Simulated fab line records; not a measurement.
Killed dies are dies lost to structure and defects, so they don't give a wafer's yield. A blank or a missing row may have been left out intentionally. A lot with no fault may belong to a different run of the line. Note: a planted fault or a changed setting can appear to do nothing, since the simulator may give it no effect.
fab line records	flow n5Finfet
[record] lots = 24	wafers = 72	lastDay = 18
route steps=1938 shown BEOL_M4@1022
lots untouched by any fault: they come from a run of this same line in which no faults occurred
startH: start of the lot's first displayed wafer, in hours after the record's first day	waitH: hours since the lot's step before	" repeats the value in the row above	L1.1+2: a single row standing in for several wafers	- no value, or no start given	* or withheld: withheld	< > ~ a bound
route shown NAME@n: names a module that has steps shown in the file, with the first one's number in the route	usual: the fault-free wafers' mean and standard deviation	same: alike in all rows	chamber/n: place in a boat	sites: per-site readings	_std_site: how widely they spread, as a standard deviation	_edge_site: the outer-site mean with the inner-site mean subtracted	radiusMm: for every site, how far away it sits from the centre of the wafer	mask NAME#n: copy n	behind: tool/chamber where the wafer was last shaped	hold: what put the lot on hold/how long, in hours/how the hold closed	device: the n, p or np transistor that did not switch	end of line: the route-end tests of the same wafers	for a step that has no rows: nothing shown but its recipe	killed: dies that structure and defects cost at the first sort, which is not the same as the wafer's yield	map: a wafer's dies, x killed, . not, _ none there
set.NAME: the run value of the setting; set.NAME@STEP: its run value at that earlier step	model.NAME: the simulator's own value behind a step, which no gauge read
the route's steps for a sample of lots (tables are steps, rows are wafers)
services: the hour from which a tool's chamber was out of use, counted from the record's first day as startH (under 0 if before that day), plus the number of hours and why
[[steps]]
[step N5_BEOL_M4_THK_MEAS_01]
[recipe] reads = SiOC_of_BEOL_M4_ILD_DEP_00
[usual] M4_ILD_THK = 79.1/1.1
lot.wafer	tool	chamber	startH	waitH	M4_ILD_THK[nm]
L074.2	filmMetro-01	-	152.03	0.1	77.4
L074.3	"	-	"	"	79.0
L074.6	"	-	"	"	79.0
L075.1	filmMetro-02	-	153.26	0.0	78.2
L075.3	"	-	"	"	79.3
L075.5	"	-	"	"	81.1
L076.2	filmMetro-01	-	162.71	0.1	78.0
L076.5	"	-	"	"	78.6
L076.6	"	-	"	"	79.4
L077.2	filmMetro-02	-	170.40	0.1	78.7
L077.3	"	-	"	"	79.8
L077.6	"	-	"	"	81.0
L078.2	filmMetro-02	-	172.25	0.1	80.2
L078.3	"	-	"	"	79.3
L078.6	"	-	"	"	81.2
L079.1	filmMetro-02	-	183.81	0.0	77.9
L079.2	"	-	"	"	78.5
L079.5	"	-	"	"	78.2
L080.1	filmMetro-01	-	189.08	0.1	77.3
L080.4	"	-	"	"	79.4
L080.5	"	-	"	"	78.5
L081.3	filmMetro-02	-	201.27	0.1	77.9
L081.4	"	-	"	"	79.1
L081.6	"	-	"	"	80.0
L082.1	filmMetro-02	-	202.60	0.0	79.9
L082.2	"	-	"	"	79.9
L082.4	"	-	"	"	80.5
L084.3	filmMetro-01	-	205.01	0.1	78.8
L084.4	"	-	"	"	80.0
L084.6	"	-	"	"	78.8
L083.1	filmMetro-02	-	205.37	0.0	78.2
L083.3	"	-	"	"	78.5
L083.5	"	-	"	"	80.9
L085.3	filmMetro-01	-	217.45	0.1	78.5
L085.5	"	-	"	"	79.6
L085.6	"	-	"	"	78.4
L087.3	filmMetro-02	-	237.24	0.1	79.1
L087.4	"	-	"	"	80.4
L087.5	"	-	"	"	79.9
L086.1	filmMetro-01	-	241.45	0.0	79.3
L086.3	"	-	"	"	77.5
L086.4	"	-	"	"	80.4
L088.1	filmMetro-02	-	243.29	0.0	77.3
L088.3	"	-	"	"	77.9
L088.4	"	-	"	"	79.5
L089.2	filmMetro-01	-	259.64	0.1	78.1
L089.4	"	-	"	"	79.1
L089.5	"	-	"	"	79.3
L090.1	filmMetro-02	-	264.16	0.0	77.9
L090.3	"	-	"	"	77.5
L090.5	"	-	"	"	80.1
L091.3	filmMetro-02	-	264.90	0.1	78.0
L091.5	"	-	"	"	80.0
L091.6	"	-	"	"	81.1
L093.2	filmMetro-02	-	266.30	0.1	79.1
L093.4	"	-	"	"	80.5
L093.6	"	-	"	"	78.9
L092.1	filmMetro-02	-	268.53	0.0	78.7
L092.2	"	-	"	"	79.6
L092.3	"	-	"	"	79.6
L095.1	filmMetro-01	-	279.25	0.0	80.7
L095.3	"	-	"	"	79.0
L095.6	"	-	"	"	80.4
L094.3	filmMetro-02	-	282.56	0.1	78.0
L094.5	"	-	"	"	79.4
L094.6	"	-	"	"	78.7
L097.1	filmMetro-02	-	303.66	0.0	79.6
L097.3	"	-	"	"	79.0
L097.6	"	-	"	"	80.5
L096.1	filmMetro-01	-	309.98	0.1	77.6
L096.4	"	-	"	"	79.2
L096.5	"	-	"	"	80.3
[step N5_BEOL_M4_OVL_MEAS_12]
[recipe] pointsPerWafer = 522
[usual] M4_OVL = -0.5/0.54
lot.wafer	tool	chamber	startH	waitH	M4_OVL[nm]
L074.2	overlay-02	0	153.82	0.0	-1.5
L074.3	"	0	"	"	0.2
L074.6	"	0	"	"	0.3
L075.1	overlay-02	0	154.47	0.0	0.2
L075.3	"	0	"	"	0.6
L075.5	"	0	"	"	-0.6
L076.2	overlay-02	0	164.02	0.0	-0.4
L076.5	"	0	"	"	-0.3
L076.6	"	0	"	"	-1.0
L077.2	overlay-02	0	173.77	0.0	-1.1
L077.3	"	0	"	"	-0.9
L077.6	"	0	"	"	-0.2
L078.2	overlay-02	0	174.35	0.0	-0.6
L078.3	"	0	"	"	-0.9
L078.6	"	0	"	"	-1.3
L079.1	overlay-02	0	185.67	0.0	-0.6
L079.2	"	0	"	"	-0.5
L079.5	"	0	"	"	-0.5
L080.1	overlay-02	0	189.63	0.0	-0.1
L080.4	"	0	"	"	-0.9
L080.5	"	0	"	"	-0.9
L081.3	overlay-02	0	202.15	0.0	-0.1
L081.4	"	0	"	"	0.0
L081.6	"	0	"	"	-0.5
L082.1	overlay-01	0	204.71	0.0	-0.7
L082.2	"	0	"	"	-1.4
L082.4	"	0	"	"	-0.5
L084.3	overlay-02	0	207.68	0.0	0.1
L084.4	"	0	"	"	0.3
L084.6	"	0	"	"	-1.0
L083.1	overlay-01	0	207.85	0.0	-0.7
L083.3	"	0	"	"	0.7
L083.5	"	0	"	"	-0.4
L085.3	overlay-02	0	218.70	0.0	-1.0
L085.5	"	0	"	"	-0.1
L085.6	"	0	"	"	-0.6
L087.3	overlay-01	0	241.43	0.0	-1.4
L087.4	"	0	"	"	-0.5
L087.5	"	0	"	"	-0.4
L086.1	overlay-01	0	242.67	0.0	0.7
L086.3	"	0	"	"	0.3
L086.4	"	0	"	"	0.5
L088.1	overlay-01	0	244.31	0.0	-0.3
L088.3	"	0	"	"	-0.1
L088.4	"	0	"	"	-0.5
L089.2	overlay-01	0	260.42	0.0	-1.5
L089.4	"	0	"	"	-0.5
L089.5	"	0	"	"	-0.9
L090.1	overlay-01	0	267.55	0.0	-0.3
L090.3	"	0	"	"	-0.7
L090.5	"	0	"	"	-0.5
L091.3	overlay-02	0	267.86	0.0	-1.3
L091.5	"	0	"	"	-0.9
L091.6	"	0	"	"	-0.8
L093.2	overlay-01	0	268.06	0.0	-0.3
L093.4	"	0	"	"	0.3
L093.6	"	0	"	"	-0.9
L092.1	overlay-01	0	271.05	0.0	-0.2
L092.2	"	0	"	"	-0.4
L092.3	"	0	"	"	-0.5
L095.1	overlay-02	0	279.85	0.0	0.1
L095.3	"	0	"	"	-0.8
L095.6	"	0	"	"	-0.7
L094.3	overlay-01	0	290.30	0.0	-0.3
L094.5	"	0	"	"	-0.1
L094.6	"	0	"	"	-0.8
L097.1	overlay-02	0	304.86	0.0	0.2
L097.3	"	0	"	"	-1.1
L097.6	"	0	"	"	-0.9
L096.1	overlay-02	0	310.59	0.0	-1.2
L096.4	"	0	"	"	-0.3
L096.5	"	0	"	"	-2.1
[step N5_BEOL_M4_ETCH_74]
[recipe] chemistry = N2/H2	target = underlayer	targetDepthA = 65	maskMaterial = CAR-EUV	timeS = 5.2	ionEnergyEv = 200	pressureMtorr = 30	sourceW = 840	biasW = 150	n2FlowSccm = 200	h2FlowSccm = 200	ends = cleared
[usual] drypumpMotorCurrentA = 5.7/0.41	etchRfOnTimeS = 5.17/0.091	oesProductAu = 0.71/0.072	rfVppV = 524.0/2.6	showerheadPlenumPTorr = 2.55/0.083	throttleValvePct = 17.69/0.22
lot.wafer	tool	chamber	startH	waitH	drypumpMotorCurrentA	etchRfOnTimeS	oesProductAu	rfHoursCounterH	rfVppV	showerheadPlenumPTorr	throttleValvePct
L074.2	rieDiel-04	2	154.20	0.0	5.8	5.03	0.60	232	522.6	2.50	17.93
L074.3	"	0	"	"	5.2	5.24	0.57	255	522.5	2.49	17.53
L074.6	"	0	"	"	5.2	5.24	0.58	-	521.6	2.49	17.54
L075.1	rieDiel-02	2	155.12	0.0	6.2	5.30	0.70	71	526.1	2.67	17.52
L075.3	"	1	"	"	5.3	5.32	0.73	46	526.3	2.60	17.73
L075.5	"	2	"	"	6.2	5.27	0.69	-	528.1	2.67	17.54
L076.2	rieDiel-05	2	164.41	0.0	6.5	5.35	0.58	236	527.3	2.64	18.32
L076.5	"	3	"	"	5.2	5.20	0.76	-	526.9	2.72	17.74
L076.6	"	0	"	"	5.8	5.16	0.78	-	521.4	2.49	17.76
L077.2	rieDiel-02	1	173.95	0.0	5.2	5.33	0.73	52	525.2	2.59	17.73
L077.3	"	0	"	"	5.8	5.32	0.61	188	518.9	2.41	17.81
L077.6	"	1	"	"	5.2	5.33	0.74	-	525.2	2.59	17.76
L078.2	rieDiel-04	2	174.48	0.0	5.8	5.05	0.60	239	521.8	2.50	17.96
L078.3	"	3	"	"	6.5	5.11	0.62	200	524.2	2.62	17.90
L078.6	"	3	"	"	6.5	5.20	0.61	-	526.1	2.62	17.91
L079.1	rieDiel-04	2	185.79	0.0	5.8	5.08	0.60	244	519.9	2.49	17.94
L079.2	"	1	"	"	5.4	4.96	0.78	42	524.8	2.60	17.66
L079.5	"	2	"	"	5.8	5.06	0.60	-	521.4	2.49	17.93
L080.1	rieDiel-02	2	189.76	0.0	6.2	5.21	0.69	81	526.2	2.66	17.51
L080.4	"	1	"	"	5.2	5.25	0.72	58	523.6	2.59	17.77
L080.5	"	0	"	"	5.8	5.23	0.61	-	521.1	2.41	17.80
L081.3	rieDiel-04	1	202.28	0.0	5.4	5.00	0.75	46	525.6	2.59	17.69
L081.4	"	0	"	"	5.2	5.15	0.79	4	524.6	2.48	17.12
L081.6	"	2	"	"	5.8	5.11	0.59	-	523.3	2.49	17.96
L082.1	rieDiel-02	1	205.35	0.0	5.2	5.30	0.72	65	524.0	2.59	17.77
L082.2	"	0	"	"	5.8	5.22	0.62	200	521.5	2.41	17.81
L082.4	"	2	"	"	6.2	5.26	0.69	87	527.5	2.66	17.52
L084.3	rieDiel-05	1	207.80	0.0	5.6	5.09	0.73	55	521.2	2.48	17.92
L084.4	"	1	"	"	5.6	5.07	0.73	-	522.9	2.48	17.89
L084.6	"	3	"	"	5.2	5.19	0.75	-	529.4	2.71	17.74
L083.1	rieDiel-05	0	208.03	0.0	5.8	5.18	0.75	36	523.2	2.49	17.80
L083.3	"	1	"	"	5.6	5.09	0.73	55	521.8	2.48	17.89
L083.5	"	1	"	"	5.6	5.11	0.73	-	521.2	2.48	17.91
L085.3	rieDiel-05	1	218.89	0.0	5.6	5.15	0.71	61	523.0	2.47	17.88
L085.5	"	3	"	"	5.2	5.18	0.73	-	525.7	2.71	17.76
L085.6	"	1	"	"	5.6	5.15	0.71	-	522.8	2.48	17.90
L087.3	rieDiel-04	2	241.58	0.0	5.8	4.96	0.88	2	523.4	2.49	17.57
L087.4	"	0	"	"	5.2	5.19	0.76	18	520.1	2.48	17.18
L087.5	"	1	"	"	5.4	5.11	0.73	-	523.2	2.59	17.67
L086.1	rieDiel-04	2	243.00	0.0	5.8	5.00	0.87	3	523.0	2.49	17.58
L086.3	"	3	"	"	6.5	5.18	0.59	226	524.1	2.61	17.94
L086.4	"	1	"	"	5.4	5.08	0.73	62	526.0	2.59	17.68
L088.1	rieDiel-04	3	244.43	0.0	6.5	5.19	0.60	227	524.7	2.61	17.96
L088.3	"	2	"	"	5.8	4.92	0.87	3	522.8	2.49	17.55
L088.4	"	1	"	"	5.3	5.07	0.74	63	526.6	2.59	17.71
L089.2	rieDiel-02	3	260.85	0.0	5.6	5.21	0.73	44	526.6	2.59	17.55
L089.4	"	0	"	"	5.8	5.26	0.60	219	519.0	2.40	17.84
L089.5	"	3	"	"	5.7	5.21	0.72	-	524.7	2.59	17.57
L090.1	rieDiel-04	0	267.70	0.0	5.2	5.27	0.74	27	522.3	2.47	17.18
L090.3	"	1	"	"	5.4	5.15	0.72	71	523.5	2.58	17.73
L090.5	"	0	"	"	5.2	5.29	0.73	-	521.7	2.47	17.15
L091.3	rieDiel-04	0	268.24	0.0	5.2	5.15	0.75	27	522.1	2.47	17.20
L091.5	"	1	"	"	5.4	5.03	0.72	-	521.1	2.58	17.73
L091.6	"	0	"	"	5.2	5.12	0.75	-	520.7	2.47	17.19
L093.2	rieDiel-02	2	268.32	0.0	6.2	5.30	0.66	108	526.3	2.65	17.58
L093.4	"	1	"	"	5.3	5.28	0.69	85	522.2	2.58	17.84
L093.6	"	0	"	"	5.8	5.30	0.61	-	521.7	2.40	17.87
L092.1	rieDiel-04	0	271.40	0.0	5.2	5.22	0.74	29	522.9	2.47	17.17
L092.2	"	1	"	"	5.4	5.13	0.71	73	523.3	2.58	17.69
L092.3	"	3	"	"	6.5	5.27	0.59	234	529.1	2.61	17.95
L095.1	rieDiel-05	3	280.01	0.0	5.2	5.15	0.70	69	530.0	2.70	17.79
L095.3	"	2	"	"	6.6	5.12	0.80	16	525.9	2.62	17.94
L095.6	"	0	"	"	5.8	5.09	0.73	-	521.0	2.48	17.84
L094.3	rieDiel-02	3	290.41	0.0	5.7	5.20	0.72	53	524.2	2.58	17.56
L094.5	"	3	"	"	5.7	5.19	0.72	-	525.4	2.58	17.56
L094.6	"	2	"	"	6.2	5.25	0.66	-	529.2	2.65	17.60
L097.1	rieDiel-02	2	304.99	0.0	6.2	5.19	0.67	118	529.4	2.65	17.58
L097.3	"	0	"	"	5.8	5.20	0.60	232	519.1	2.40	17.87
L097.6	"	2	"	"	6.2	5.17	0.66	-	528.5	2.65	17.58
L096.1	rieDiel-04	1	311.06	0.0	5.4	5.14	0.70	89	525.3	2.58	17.73
L096.4	"	1	"	"	5.4	5.11	0.70	-	524.2	2.58	17.73
L096.5	"	2	"	"	5.7	5.05	0.79	-	520.6	2.48	17.63
[step N5_BEOL_M4_OCD_MEAS_38]
[usual] trenchDepthNm = 55.7/0.92
lot.wafer	tool	chamber	startH	waitH	trenchDepthNm
L075.1	ocd-02	-	159.20	-	55.6
L075.3	"	-	"	"	55.1
L075.5	"	-	"	"	56.2
L074.2	ocd-01	-	163.44	-	54.8
L074.3	"	-	"	"	55.1
L074.6	"	-	"	"	54.2
L076.2	ocd-01	-	166.16	-	56.0
L076.5	"	-	"	"	55.9
L076.6	"	-	"	"	55.6
L077.2	ocd-02	-	181.22	-	56.0
L077.3	"	-	"	"	56.5
L077.6	"	-	"	"	55.7
L078.2	ocd-01	-	182.08	-	54.5
L078.3	"	-	"	"	55.8
L078.6	"	-	"	"	55.9
L079.1	ocd-02	-	188.33	-	56.5
L079.2	"	-	"	"	55.2
L079.5	"	-	"	"	55.1
L080.1	ocd-01	-	195.82	-	56.6
L080.4	"	-	"	"	53.5
L080.5	"	-	"	"	56.0
L081.3	ocd-02	-	205.18	-	54.6
L081.4	"	-	"	"	56.9
L081.6	"	-	"	"	57.8
L082.1	ocd-02	-	208.07	-	56.8
L082.2	"	-	"	"	56.0
L082.4	"	-	"	"	57.1
L084.3	ocd-02	-	213.34	-	56.8
L084.4	"	-	"	"	55.8
L084.6	"	-	"	"	56.3
L083.1	ocd-02	-	213.61	-	54.7
L083.3	"	-	"	"	54.7
L083.5	"	-	"	"	55.3
L085.3	ocd-02	-	223.00	-	56.2
L085.5	"	-	"	"	56.1
L085.6	"	-	"	"	56.8
L087.3	ocd-02	-	245.68	-	54.7
L087.4	"	-	"	"	54.6
L087.5	"	-	"	"	54.0
L086.1	ocd-02	-	246.35	-	54.8
L086.3	"	-	"	"	54.9
L086.4	"	-	"	"	55.1
L088.1	ocd-02	-	250.54	-	57.7
L088.3	"	-	"	"	55.6
L088.4	"	-	"	"	56.7
L089.2	ocd-01	-	270.29	-	54.9
L089.4	"	-	"	"	55.6
L089.5	"	-	"	"	55.3
L093.2	ocd-02	-	271.40	-	54.9
L093.4	"	-	"	"	57.2
L093.6	"	-	"	"	58.4
L090.1	ocd-01	-	271.43	-	56.2
L090.3	"	-	"	"	56.4
L090.5	"	-	"	"	56.2
L091.3	ocd-02	-	275.09	-	56.9
L091.5	"	-	"	"	57.0
L091.6	"	-	"	"	56.6
L092.1	ocd-02	-	275.55	-	55.3
L092.2	"	-	"	"	54.3
L092.3	"	-	"	"	55.1
L095.1	ocd-01	-	298.31	-	54.2
L095.3	"	-	"	"	54.7
L095.6	"	-	"	"	54.2
L094.3	ocd-02	-	303.41	-	55.7
L094.5	"	-	"	"	56.1
L094.6	"	-	"	"	55.3
L097.1	ocd-02	-	308.95	-	55.5
L097.3	"	-	"	"	54.8
L097.6	"	-	"	"	55.7
L096.1	ocd-01	-	316.55	-	54.3
L096.4	"	-	"	"	54.9
L096.5	"	-	"	"	55.8
[step N5_BEOL_M4_SPUTTER_81]
[recipe] material = Cu	targetThkA = 45	tempC = -20	chamberPressurePa = 0.07	powerW = withheld	timeS = 8.29
[usual] throttleValvePct = 30.2/0.68
[same] timeS = 8.29
lot.wafer	tool	chamber	startH	waitH	throttleValvePct
L075.1	pvdSputter-02	-	161.96	0.1	29.7
L075.3	"	-	"	"	30.6
L075.5	"	-	"	"	29.7
L074.2	pvdSputter-02	-	164.77	0.1	29.8
L074.3	"	-	"	"	30.4
L074.6	"	-	"	"	30.6
L076.2	pvdSputter-02	-	167.77	0.1	29.6
L076.5	"	-	"	"	30.6
L076.6	"	-	"	"	29.7
L077.2	pvdSputter-01	-	183.06	0.1	30.8
L077.3	"	-	"	"	31.0
L077.6	"	-	"	"	30.8
L078.2	pvdSputter-03	-	183.47	0.1	29.9
L078.3	"	-	"	"	28.6
L078.6	"	-	"	"	30.9
L079.1	pvdSputter-01	-	190.00	0.1	30.8
L079.2	"	-	"	"	31.0
L079.5	"	-	"	"	30.9
L080.1	pvdSputter-02	-	200.00	0.1	30.7
L080.4	"	-	"	"	30.8
L080.5	"	-	"	"	30.6
L081.3	pvdSputter-01	-	208.28	0.1	30.7
L081.4	"	-	"	"	30.7
L081.6	"	-	"	"	30.8
L082.1	pvdSputter-01	-	210.12	0.1	30.9
L082.2	"	-	"	"	29.1
L082.4	"	-	"	"	30.7
L084.3	pvdSputter-01	-	214.72	0.1	29.2
L084.4	"	-	"	"	31.1
L084.6	"	-	"	"	30.6
L083.1	pvdSputter-01	-	216.56	0.1	29.1
L083.3	"	-	"	"	30.9
L083.5	"	-	"	"	30.8
L085.3	pvdSputter-01	-	225.03	0.1	29.1
L085.5	"	-	"	"	30.6
L085.6	"	-	"	"	29.2
L087.3	pvdSputter-03	-	247.18	0.1	30.8
L087.4	"	-	"	"	29.9
L087.5	"	-	"	"	30.7
L086.1	pvdSputter-02	-	249.28	0.1	30.8
L086.3	"	-	"	"	29.9
L086.4	"	-	"	"	29.5
L088.1	pvdSputter-01	-	252.21	0.1	29.2
L088.3	"	-	"	"	30.8
L088.4	"	-	"	"	30.8
L089.2	pvdSputter-02	-	272.19	0.1	29.5
L089.4	"	-	"	"	30.1
L089.5	"	-	"	"	30.0
L093.2	pvdSputter-01	-	273.73	0.1	30.6
L093.4	"	-	"	"	30.7
L093.6	"	-	"	"	30.8
L090.1	pvdSputter-02	-	274.03	0.1	29.8
L090.3	"	-	"	"	29.7
L090.5	"	-	"	"	30.7
L091.3	pvdSputter-02	-	277.19	0.1	30.6
L091.5	"	-	"	"	30.7
L091.6	"	-	"	"	30.1
L092.1	pvdSputter-03	-	278.59	0.1	29.3
L092.2	"	-	"	"	29.9
L092.3	"	-	"	"	28.7
L095.1	pvdSputter-02	-	300.16	0.1	31.0
L095.3	"	-	"	"	30.5
L095.6	"	-	"	"	30.1
L094.3	pvdSputter-01	-	305.12	0.1	30.9
L094.5	"	-	"	"	29.2
L094.6	"	-	"	"	30.8
L097.1	pvdSputter-02	-	310.58	0.1	30.6
L097.3	"	-	"	"	30.7
L097.6	"	-	"	"	30.7
L096.1	pvdSputter-02	-	318.15	0.1	29.8
L096.4	"	-	"	"	30.8
L096.5	"	-	"	"	30.5
[step N5_BEOL_M4_ANNEAL_87]
[recipe] tempC = 400	timeS = 240	ambient = vacuum
[usual] heaterPowerW = 820/87
[same] timeS = 240
lot.wafer	tool	chamber	startH	waitH	heaterPowerW
L075.1	pvdSputter-02	-	162.26	0.0	801
L075.3	"	-	"	"	809
L075.5	"	-	"	"	1007
L074.2	pvdSputter-02	-	165.07	0.0	802
L074.3	"	-	"	"	801
L074.6	"	-	"	"	804
L076.2	pvdSputter-02	-	168.07	0.0	801
L076.5	"	-	"	"	773
L076.6	"	-	"	"	791
L077.2	pvdSputter-01	-	183.36	0.0	699
L077.3	"	-	"	"	860
L077.6	"	-	"	"	694
L078.2	pvdSputter-03	-	183.77	0.0	778
L078.3	"	-	"	"	877
L078.6	"	-	"	"	767
L079.1	pvdSputter-01	-	190.30	0.0	683
L079.2	"	-	"	"	706
L079.5	"	-	"	"	706
L080.1	pvdSputter-02	-	200.30	0.0	802
L080.4	"	-	"	"	801
L080.5	"	-	"	"	797
L081.3	pvdSputter-01	-	208.58	0.0	851
L081.4	"	-	"	"	695
L081.6	"	-	"	"	696
L082.1	pvdSputter-01	-	210.42	0.0	691
L082.2	"	-	"	"	848
L082.4	"	-	"	"	680
L084.3	pvdSputter-01	-	215.02	0.0	855
L084.4	"	-	"	"	681
L084.6	"	-	"	"	870
L083.1	pvdSputter-01	-	216.86	0.0	888
L083.3	"	-	"	"	703
L083.5	"	-	"	"	862
L085.3	pvdSputter-01	-	225.33	0.0	861
L085.5	"	-	"	"	685
L085.6	"	-	"	"	866
L087.3	pvdSputter-03	-	247.48	0.0	748
L087.4	"	-	"	"	782
L087.5	"	-	"	"	765
L086.1	pvdSputter-02	-	249.58	0.0	788
L086.3	"	-	"	"	986
L086.4	"	-	"	"	804
L088.1	pvdSputter-01	-	252.54	0.0	856
L088.3	"	-	"	"	695
L088.4	"	-	"	"	869
L089.2	pvdSputter-02	-	272.49	0.0	802
L089.4	"	-	"	"	979
L089.5	"	-	"	"	990
L093.2	pvdSputter-01	-	274.07	0.0	691
L093.4	"	-	"	"	870
L093.6	"	-	"	"	858
L090.1	pvdSputter-02	-	274.33	0.0	979
L090.3	"	-	"	"	822
L090.5	"	-	"	"	815
L091.3	pvdSputter-02	-	277.49	0.0	777
L091.5	"	-	"	"	801
L091.6	"	-	"	"	981
L092.1	pvdSputter-03	-	278.89	0.0	902
L092.2	"	-	"	"	781
L092.3	"	-	"	"	897
L095.1	pvdSputter-02	-	300.46	0.0	799
L095.3	"	-	"	"	819
L095.6	"	-	"	"	958
L094.3	pvdSputter-01	-	305.42	0.0	702
L094.5	"	-	"	"	852
L094.6	"	-	"	"	711
L097.1	pvdSputter-02	-	310.88	0.0	817
L097.3	"	-	"	"	789
L097.6	"	-	"	"	780
L096.1	pvdSputter-02	-	318.45	0.0	789
L096.4	"	-	"	"	788
L096.5	"	-	"	"	801
[[services]]
tool	chamber	startH	hours	kind
pvdSputter-02	-	151.48	2.4	repair
rieDiel-04	0	163.15	-	clean
rieDiel-04	0	163.15	-	consumableReplace:focusRing
rieDiel-04	0	163.15	21.2	scheduledDown
rieDiel-04	0	163.15	21.2	ventCycle
rieDiel-04	2	165.46	6.9	repair
rieDiel-05	2	206.62	-	clean
rieDiel-05	2	206.62	-	consumableReplace:focusRing
rieDiel-05	2	206.62	23.4	scheduledDown
rieDiel-05	2	206.62	23.4	ventCycle
rieDiel-04	0	212.51	4.9	repair
rieDiel-04	2	214.43	1.4	repair
rieDiel-04	2	217.64	-	clean
rieDiel-04	2	217.64	-	consumableReplace:focusRing
rieDiel-04	2	217.64	18.5	scheduledDown
rieDiel-04	2	217.64	18.5	ventCycle
rieDiel-04	3	302.35	11.0	repair
rieDiel-05	-	312.36	2.8	pm
[[key]]
fault none
